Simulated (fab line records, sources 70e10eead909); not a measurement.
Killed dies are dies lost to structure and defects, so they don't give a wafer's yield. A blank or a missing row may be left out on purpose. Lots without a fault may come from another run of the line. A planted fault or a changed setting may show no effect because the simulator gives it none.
fab line records | flow nand_harc
record lots=6 wafers=18 last_day=33
route steps=1302 shown P_M0@256 END@1302
lots that met no fault: from a run of the same line without faults
start_h: hours from the record's first day to the start of the lot's first wafer shown | wait_h: hours since the lot's step before | " the same as in the row above | L1.1+2: a row that stands for several wafers | - no value, or no start given | * or withheld: withheld | < > ~ a bound
route shown NAME@n: a module of which the file shows steps, and the number in the route of the first | usual: mean/standard deviation of fault-free wafers | same: alike in all rows | chamber/n: place in a boat | sites: the reading at each site | _std_site: their standard deviation | _edge_site: outer sites' mean less inner sites' | radius_mm: how far each site lies from the wafer's centre | mask NAME#n: copy n | behind: the tool/chamber that last shaped the wafer | hold: why the lot was held/for how many hours/how that ended | device: the transistor (n, p or np) that didn't switch | end of line: the same wafers' tests at the end of the route | a step without rows: its recipe alone | killed: dies lost to structure and defects at the first sort, not the wafer's yield | map: a wafer's dies, x killed, . not, _ none there
set.NAME: the setting as run; set.NAME@STEP: as run at that earlier step | model.NAME: the simulator's own value behind a step, which no gauge read
lots at some steps of the route; a table a step, a row a wafer
services: from which hour (start_h, from the record's first day; less than 0 if before it) a tool's chamber was out of use, for how many hours, and why
## steps
# step NHARC_P_M0_COAT_33
# recipe temp_c=200 time_s=65
# step NHARC_P_M0_COAT_03
# recipe spin_rpm=1500 resist_thk_nm=90
# step NHARC_P_M0_SOFTBAKE_04
# recipe temp_c=105 time_s=55
# step NHARC_P_M0_EBR_05
# step NHARC_P_M0_EXPOSE_06
# recipe na=1.35 target_cd_nm=90 dose_mj=81.28 mask_id=P_M0
# step NHARC_P_M0_PEB_07
# recipe peb_temp_c=100 peb_time_s=65
# step NHARC_P_M0_DEVELOP_08
# recipe develop_time_s=35 dev_temp_c=23
# step NHARC_P_M0_CD_MEAS_09
# recipe target_cd_nm=90 landing_energy_ev=500
# usual cd_nm=90.2/0.66
# columns lot.wafer tool chamber start_h wait_h cd_nm
L829.2 cd_sem-01 0 127.76 - 90.1
L829.5 " 0 " " 90.1
L829.6 " 0 " " 90.9
L838.2 cd_sem-03 0 206.11 - 90.1
L838.4 " 0 " " 89.8
L838.6 " 0 " " 89.5
L840.2 cd_sem-03 0 232.03 - 89.4
L840.3 " 0 " " 90.1
L840.5 " 0 " " 89.5
L843.1 cd_sem-02 0 266.21 - 90.9
L843.2 " 0 " " 89.0
L843.6 " 0 " " 90.9
L851.2 cd_sem-01 0 348.00 - 90.1
L851.3 " 0 " " 90.1
L851.4 " 0 " " 90.0
L852.1 cd_sem-03 0 351.26 - 90.2
L852.2 " 0 " " 90.9
L852.5 " 0 " " 91.1
# step NHARC_P_M0_OVL_MEAS_10
# recipe pitch_nm=180
# usual overlay_x_nm=-0.1/0.64 overlay_y_nm=0.0/0.97
# columns lot.wafer tool chamber start_h wait_h overlay_x_nm overlay_y_nm
L829.2 overlay-01 - 127.84 - 0.4 -1.0
L829.5 " - " " -0.4 -1.3
L829.6 " - " " 0.4 -1.4
L838.2 overlay-02 - 206.20 - -1.8 0.4
L838.4 " - " " -1.7 0.6
L838.6 " - " " -1.0 0.8
L840.2 overlay-02 - 232.12 - 0.7 -1.1
L840.3 " - " " 0.6 -0.3
L840.5 " - " " 0.1 -0.4
L843.1 overlay-01 - 266.30 - -0.2 0.3
L843.2 " - " " -0.7 0.1
L843.6 " - " " -0.5 0.5
L851.2 overlay-02 - 348.09 - -0.3 0.7
L851.3 " - " " 0.2 0.7
L851.4 " - " " -0.4 0.6
L852.1 overlay-02 - 351.35 - -0.4 1.5
L852.2 " - " " 0.0 0.9
L852.5 " - " " -0.2 0.7
# step NHARC_P_M0_INSPECT_11
# usual raw_defect_count=4.4/2.8
# columns lot.wafer tool chamber start_h wait_h raw_defect_count
L829.2 defect_inspect-02 - 127.88 0.0 3
L829.5 " - " " 1
L829.6 " - " " 3
L838.2 defect_inspect-01 - 206.24 0.0 4
L838.4 " - " " 3
L838.6 " - " " 3
L840.2 defect_inspect-02 - 232.15 0.0 11
L840.3 " - " " 13
L840.5 " - " " 6
L843.1 defect_inspect-02 - 266.33 0.0 4
L843.2 " - " " 3
L843.6 " - " " 5
L851.2 defect_inspect-01 - 348.12 0.0 9
L851.3 " - " " 8
L851.4 " - " " 9
L852.1 defect_inspect-01 - 351.38 0.0 2
L852.2 " - " " 3
L852.5 " - " " 2
# step NHARC_P_M0_DESCUM_14
# recipe time_s=3 o2_flow_sccm=200 ar_flow_sccm=0 bias_power_w=0 chemistry=O2
# usual drypump_motor_current_A=5.7/0.53 o2_flow_sccm=200.0/0.64 oes_product_au=0.999/0.011 rf_vpp_V=57.7/0.92 showerhead_plenum_p_Torr=1.93/0.088 throttle_valve_pct=11.312/0.01
# columns lot.wafer tool chamber start_h wait_h drypump_motor_current_A o2_flow_sccm oes_product_au rf_hours_counter_h rf_vpp_V showerhead_plenum_p_Torr throttle_valve_pct
L829.2 rie_diel-05 2 127.94 0.1 6.2 200.0 1.000 21 58.5 1.77 11.306
L829.5 " 0 " " 4.7 200.1 0.998 - 57.9 1.99 11.317
L829.6 " 1 " " 5.5 201.0 1.008 - 57.4 1.85 11.311
L838.4 rie_diel-07 1 206.30 0.1 5.7 200.6 1.013 28 56.6 1.76 11.319
L838.2 " 2 " " 5.7 200.9 0.999 27 57.1 1.81 11.291
L838.6 " 1 " " 5.8 200.2 1.018 - 57.1 1.76 11.319
L840.2 rie_diel-07 2 232.22 0.1 5.7 199.9 1.011 36 55.4 1.80 11.305
L840.3 " 3 " " 6.1 201.0 0.980 36 58.3 1.99 11.325
L840.5 " 1 " " 5.8 199.4 1.022 - 58.6 1.76 11.312
L843.1 rie_diel-06 1 266.40 0.1 5.1 200.2 0.999 22 56.5 1.88 11.320
L843.2 " 3 " " 5.4 199.8 1.010 24 56.8 1.93 11.298
L843.6 " 0 " " 6.4 200.8 0.993 - 56.8 2.02 11.311
L851.3 rie_diel-05 1 348.18 0.1 5.5 199.4 0.992 37 57.4 1.82 11.309
L851.4 " 2 " " 6.2 200.4 0.996 38 58.3 2.06 11.327
L851.2 " 3 " " 5.3 200.3 0.998 39 58.2 1.95 11.310
L852.1 rie_diel-05 0 351.46 0.1 4.6 200.3 0.995 42 58.6 1.96 11.306
L852.2 " 1 " " 5.5 199.6 1.003 38 58.8 1.83 11.324
L852.5 " 3 " " 5.3 199.6 0.996 - 58.4 1.95 11.311
# step NHARC_P_M0_ETCH_34
# recipe target_depth_a=400 overetch_a=120 time_s=43.94 ion_energy_ev=200 n2_flow_sccm=150 h2_flow_sccm=150 ar_flow_sccm=0 rf_w=400 bias_w=150 chemistry=N2/H2
# usual drypump_motor_current_A=5.7/0.53 oes_product_au=0.999/0.0096 rf_fwd_power_W=395.7/1.6 rf_vpp_V=431.3/2.8 showerhead_plenum_p_Torr=2.07/0.091 throttle_valve_pct=14.172/0.0089
# columns lot.wafer tool chamber start_h wait_h drypump_motor_current_A oes_product_au rf_fwd_power_W rf_hours_counter_h rf_vpp_V showerhead_plenum_p_Torr throttle_valve_pct
L829.2 rie_diel-05 0 128.24 0.3 4.7 0.992 398.2 21 432.2 2.12 14.180
L829.5 " 1 " " 5.5 1.011 395.2 - 427.5 1.97 14.165
L829.6 " 0 " " 4.7 0.997 397.3 - 434.7 2.12 14.169
L838.4 rie_diel-07 0 206.39 0.1 6.0 0.996 395.4 18 434.0 2.15 14.181
L838.2 " 2 " " 5.7 0.994 393.8 27 427.7 1.92 14.176
L838.6 " 0 " " 6.0 0.989 395.9 - 433.5 2.15 14.175
L840.2 rie_diel-07 0 232.31 0.1 5.9 0.991 398.4 27 433.4 2.15 14.180
L840.3 " 1 " " 5.8 1.004 399.3 37 426.2 1.87 14.166
L840.5 " 3 " " 6.1 0.989 392.5 - 432.4 2.12 14.177
L843.2 rie_diel-06 2 266.48 0.1 6.3 1.008 396.9 23 431.3 2.11 14.169
L843.1 " 1 " " 5.1 0.994 397.1 22 430.5 2.01 14.158
L843.6 " 2 " " 6.3 1.004 396.3 - 432.9 2.11 14.153
L851.3 rie_diel-05 3 348.27 0.1 5.3 1.012 396.2 39 432.6 2.08 14.154
L851.4 " 0 " " 4.7 0.998 398.8 40 431.8 2.10 14.173
L851.2 " 2 " " 6.2 0.993 396.6 38 434.7 2.20 14.161
L852.1 rie_diel-05 2 351.55 0.1 6.2 1.001 396.6 39 434.4 2.20 14.174
L852.2 " 0 " " 4.7 0.992 397.6 42 431.4 2.10 14.156
L852.5 " 2 " " 6.2 0.995 394.8 - 433.8 2.20 14.188
# step NHARC_P_M0_ETCH_15
# recipe target_depth_a=1500 overetch_a=150 time_s=82.5 c4f8_flow_sccm=withheld ar_flow_sccm=400 rf_w=600 bias_w=300 chemistry=C4F8/Ar
# usual oes_product_au=0.952/0.023 rf_fwd_power_W=595.8/2 rf_vpp_V=441.3/2.8
# columns lot.wafer tool chamber start_h wait_h oes_product_au rf_fwd_power_W rf_hours_counter_h rf_vpp_V
L829.2 rie_diel-05 1 128.33 - 0.933 593.8 21 437.6
L829.6 " 0 " " 0.931 597.5 - 442.4
L829.5 " 2 " " 0.937 597.5 - 437.2
L838.2 rie_diel-07 3 206.47 - 0.975 595.0 27 442.4
L838.4 " 1 " " 0.974 597.0 28 436.3
L838.6 " 3 " " 0.977 595.2 - 441.7
L840.3 rie_diel-07 2 232.39 - 0.963 595.0 36 436.8
L840.2 " 1 " " 0.985 596.8 37 435.9
L840.5 " 3 " " 0.973 594.2 - 442.4
L843.1 rie_diel-06 2 266.57 - 0.990 595.4 23 442.4
L843.2 " 1 " " 0.948 594.4 22 439.9
L843.6 " 2 " " 0.977 594.5 - 443.8
L851.2 rie_diel-05 3 348.36 - 1.242 593.8 39 442.7
L851.3 " 0 " " 1.235 596.1 40 443.6
L851.4 " 1 " " 1.250 597.3 37 438.0
L852.1 rie_diel-05 0 351.68 - 1.209 595.6 42 443.3
L852.2 " 2 " " 1.226 600.2 39 445.4
L852.5 " 1 " " 1.238 595.0 - 437.6
# step NHARC_P_M0_CD_MEAS_16
# usual cd_nm=90.3/0.82
# columns lot.wafer tool chamber start_h wait_h cd_nm
L829.2 cd_sem-02 - 128.47 - 89.3
L829.5 " - " " 90.3
L829.6 " - " " 90.7
L838.2 cd_sem-02 - 206.60 - 90.5
L838.4 " - " " 90.3
L838.6 " - " " 89.6
L840.2 cd_sem-03 - 232.52 - 89.1
L840.3 " - " " 90.1
L840.5 " - " " 89.3
L843.1 cd_sem-03 - 266.70 - 92.7
L843.2 " - " " 90.1
L843.6 " - " " 91.0
L851.2 cd_sem-03 - 348.48 - 90.3
L851.3 " - " " 90.6
L851.4 " - " " 90.3
L852.1 cd_sem-01 - 351.81 - 90.7
L852.2 " - " " 91.0
L852.5 " - " " 90.7
# step NHARC_END_SORT_01
# recipe temp_c=25
# usual defect_limited_yield=90/3.1 killed_at_array=62/20 killed_at_other=0.8/1.1 killed_at_periphery=3.5/2.4 killed_dies=66/21 killed_open=3.5/1.9 killed_short=2.5/1.7
# same gross_dies=677
# columns lot.wafer tool chamber start_h wait_h defect_limited_yield[%] killed_at_array killed_at_other killed_at_periphery killed_dies killed_open killed_short
L829.2 prober-02 0 581.80 2.8 95 30 1 1 32 4 1
L829.5 prober-02 0 584.18 3.7 96 25 0 1 26 5 0
L829.6 prober-02 0 584.98 4.0 96 22 0 4 26 6 2
L838.2 prober-02 0 644.50 2.8 87 85 0 3 88 2 0
L838.4 prober-02 0 646.11 3.4 89 70 1 1 72 4 1
L838.6 prober-02 0 647.72 4.0 88 80 1 0 81 2 0
L840.2 prober-02 0 697.43 2.8 88 73 1 9 83 4 3
L840.3 prober-02 0 698.20 3.0 87 76 1 10 87 5 2
L840.5 prober-02 0 699.75 3.6 88 78 1 5 84 2 6
L843.1 prober-01 0 705.19 2.5 96 24 0 2 26 1 5
L843.2 prober-01 0 705.98 2.8 95 30 1 2 33 2 5
L843.6 prober-01 0 709.17 4.0 96 26 1 3 30 2 5
L852.1 prober-02 0 771.87 2.5 90 63 0 7 70 2 7
L852.2 prober-02 0 772.68 2.8 90 61 0 5 66 2 5
L852.5 prober-02 0 775.12 3.8 90 66 1 2 69 6 2
L851.2 prober-02 0 792.88 2.8 89 69 0 7 76 2 1
L851.3 prober-02 0 793.68 3.1 91 56 0 7 63 1 1
L851.4 prober-02 0 794.48 3.4 91 58 1 3 62 2 4
# killed by level:class
L829.2 A_CONTACT:chamber_film_flake=5 A_CHANNEL_HOLE_D2:chamber_film_flake=3 A_STAIRCASE:chamber_film_flake=3 A_SGD_CUT:chamber_film_flake=3 A_CONTACT:unspecified=3 A_DECK1_JOINT:geometric_particle:open=2 A_CHANNEL_HOLE_D1:chamber_film_flake=2 A_DECK1_JOINT:chamber_film_flake=2
L829.5 A_CONTACT:unspecified=4 A_CHANNEL_HOLE_D2:chamber_film_flake=3 A_WL_FILL:chamber_film_flake=3 A_CONTACT:chamber_film_flake=3 A_CHANNEL_HOLE_D2:geometric_particle:open=2 A_STAIRCASE:chamber_film_flake=2 A_ONON_D2:geometric_particle:open=1 A_SGD_CUT:geometric_particle:open=1
L829.6 A_CHANNEL_HOLE_D2:chamber_film_flake=7 A_CHANNEL_HOLE_D1:chamber_film_flake=3 P_GATE:geometric_particle:open=2 A_DECK1_JOINT:chamber_film_flake=2 A_CONTACT:unspecified=2 P_M0:geometric_particle:open=1 A_CHANNEL_HOLE_D2:geometric_particle:open=1 A_CHANNEL_HOLE_D2:geometric_particle:short=1
L838.2 A_CHANNEL_HOLE_D2:chamber_film_flake=38 A_SLIT:chamber_film_flake=32 A_STAIRCASE:chamber_film_flake=6 A_CONTACT:chamber_film_flake=4 A_CHANNEL_HOLE_D1:chamber_film_flake=3 P_CONTACT:geometric_particle:open=1 A_ONON_D1:geometric_particle:open=1 P_STI:chamber_film_flake=1
L838.4 A_SLIT:chamber_film_flake=32 A_CHANNEL_HOLE_D2:chamber_film_flake=25 A_CONTACT:chamber_film_flake=3 A_CHANNEL_HOLE_D1:chamber_film_flake=2 A_WL_FILL:chamber_film_flake=2 P_M1:geometric_particle:open=1 A_DECK1_JOINT:geometric_particle:open=1 A_CHANNEL_HOLE_D2:geometric_particle:open=1
L838.6 A_SLIT:chamber_film_flake=40 A_CHANNEL_HOLE_D2:chamber_film_flake=29 A_CHANNEL_HOLE_D1:chamber_film_flake=6 A_WL_FILL:chamber_film_flake=2 A_CHANNEL_FILL_D2:geometric_particle:open=1 A_M0:geometric_particle:open=1 A_CHANNEL_FILL_D1:chamber_film_flake=1 THIN_TSV:chamber_film_flake=1
L840.2 A_SLIT:chamber_film_flake=32 A_CHANNEL_HOLE_D1:chamber_film_flake=30 P_CONTACT:chamber_film_flake=5 A_CONTACT:chamber_film_flake=3 P_GATE:chamber_film_flake=2 P_M1:geometric_particle:open=1 A_DECK1_JOINT:geometric_particle:short=1 A_ONON_D2:geometric_particle:open=1
L840.3 A_CHANNEL_HOLE_D1:chamber_film_flake=33 A_SLIT:chamber_film_flake=32 P_CONTACT:chamber_film_flake=4 P_ZERO_WELL:chamber_film_flake=2 P_GATE:chamber_film_flake=2 A_CHANNEL_FILL_D1:chamber_film_flake=2 A_CONTACT:chamber_film_flake=2 P_CONTACT:geometric_particle:open=1
L840.5 A_CHANNEL_HOLE_D1:chamber_film_flake=34 A_SLIT:chamber_film_flake=32 A_CONTACT:chamber_film_flake=3 A_SOURCE_PLATE:geometric_particle:short=2 A_WL_FILL:geometric_particle:short=2 P_ZERO_WELL:chamber_film_flake=2 P_CONTACT:chamber_film_flake=2 A_ONON_D1:geometric_particle:open=1
L843.1 A_CHANNEL_HOLE_D1:chamber_film_flake=7 A_CONTACT:chamber_film_flake=7 A_WL_FILL:geometric_particle:short=2 A_SLIT:chamber_film_flake=2 A_WL_FILL:chamber_film_flake=2 A_ONON_D1:geometric_particle:short=1 A_CHANNEL_FILL_D1:geometric_particle:short=1 A_DECK1_JOINT:geometric_particle:short=1
L843.2 A_CHANNEL_HOLE_D1:chamber_film_flake=8 A_CONTACT:chamber_film_flake=8 A_SLIT:chamber_film_flake=4 A_DECK1_JOINT:geometric_particle:short=2 A_WL_FILL:geometric_particle:short=2 A_STAIRCASE:chamber_film_flake=2 P_M0:geometric_particle:open=1 A_ONON_D1:geometric_particle:open=1
L843.6 A_CHANNEL_HOLE_D1:chamber_film_flake=8 A_SLIT:chamber_film_flake=4 A_CONTACT:chamber_film_flake=3 A_CHANNEL_FILL_D1:chamber_film_flake=2 A_STAIRCASE:chamber_film_flake=2 P_STI:geometric_particle:short=1 A_CHANNEL_FILL_D1:geometric_particle:open=1 A_DECK1_JOINT:geometric_particle:short=1
L852.1 A_SLIT:chamber_film_flake=26 A_CHANNEL_HOLE_D1:chamber_film_flake=15 A_STAIRCASE:chamber_film_flake=6 A_CONTACT:chamber_film_flake=6 P_BONDPAD:chamber_film_flake=3 A_CHANNEL_FILL_D1:geometric_particle:short=2 A_DECK1_JOINT:geometric_particle:short=2 A_CHANNEL_FILL_D2:geometric_particle:short=2
L852.2 A_SLIT:chamber_film_flake=33 A_CHANNEL_HOLE_D1:chamber_film_flake=14 A_CONTACT:chamber_film_flake=5 P_M1:chamber_film_flake=3 A_STAIRCASE:chamber_film_flake=3 A_WL_FILL:geometric_particle:short=2 P_CONTACT:geometric_particle:open=1 P_M1:geometric_particle:short=1
L852.5 A_SLIT:chamber_film_flake=27 A_CHANNEL_HOLE_D1:chamber_film_flake=15 A_CONTACT:chamber_film_flake=6 A_STAIRCASE:chamber_film_flake=4 A_CHANNEL_HOLE_D1:geometric_particle:open=2 A_DECK1_JOINT:chamber_film_flake=2 A_ONON_D1:geometric_particle:open=1 A_DECK1_JOINT:geometric_particle:short=1
L851.2 A_SLIT:chamber_film_flake=36 A_CHANNEL_HOLE_D2:chamber_film_flake=22 P_GATE:chamber_film_flake=4 P_M1:chamber_film_flake=3 A_CHANNEL_HOLE_D1:chamber_film_flake=2 A_STAIRCASE:chamber_film_flake=2 A_WL_FILL:chamber_film_flake=2 A_BLC:chamber_film_flake=2
L851.3 A_CHANNEL_HOLE_D2:chamber_film_flake=25 A_SLIT:chamber_film_flake=21 A_STAIRCASE:chamber_film_flake=3 A_WL_FILL:chamber_film_flake=3 P_ZERO_WELL:chamber_film_flake=2 P_GATE:chamber_film_flake=2 A_CHANNEL_HOLE_D1:chamber_film_flake=2 P_CONTACT:geometric_particle:open=1
L851.4 A_SLIT:chamber_film_flake=25 A_CHANNEL_HOLE_D2:chamber_film_flake=17 A_WL_FILL:chamber_film_flake=3 A_BLC:chamber_film_flake=3 P_GATE:chamber_film_flake=2 A_SOURCE_PLATE:geometric_particle:open=1 A_CHANNEL_FILL_D1:geometric_particle:short=1 A_ONON_D2:geometric_particle:short=1
## services
# columns tool chamber start_h hours kind
rie_diel-05 3 110.30 36.0 repair
rie_diel-05 0 110.61 - clean
rie_diel-05 1 110.61 - clean
rie_diel-05 2 110.61 - clean
rie_diel-07 - 117.20 9.0 pm
rie_diel-06 - 130.20 9.0 pm
rie_diel-05 0 135.11 - clean
rie_diel-05 1 135.11 - clean
rie_diel-05 2 135.11 - clean
rie_diel-05 0 159.61 - clean
rie_diel-05 1 159.61 - clean
rie_diel-05 2 159.61 - clean
rie_diel-05 1 204.70 8.6 repair
rie_diel-06 2 209.54 1.8 repair
rie_diel-05 - 229.75 9.0 pm
rie_diel-06 2 271.90 1.6 repair
rie_diel-05 0 276.49 2.7 repair
rie_diel-07 - 294.20 9.0 pm
rie_diel-06 - 307.24 9.0 pm
rie_diel-05 - 333.91 2.4 repair
rie_diel-06 1 337.27 4.8 repair
rie_diel-05 3 339.88 1.6 repair
rie_diel-07 1 348.32 7.1 repair
rie_diel-07 3 350.71 6.8 repair
## key
first_sign step=NHARC_P_M0_ETCH_15 reading=oes_product_au direction=up sigmas=12 usual=0.952 struck=1.233
effect none on later readings
met_at NHARC_P_M0_ETCH_15
struck_wafers L851.2,L851.3,L851.4,L852.1,L852.2,L852.5
onset_between 128.33 348.36
fault kind=process_parameter_drift tool=rie_diel-05 chamber=- onset_h=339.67 steps=NHARC_P_M0_ETCH_15 channel=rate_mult offset=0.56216 shape=step end_h=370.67
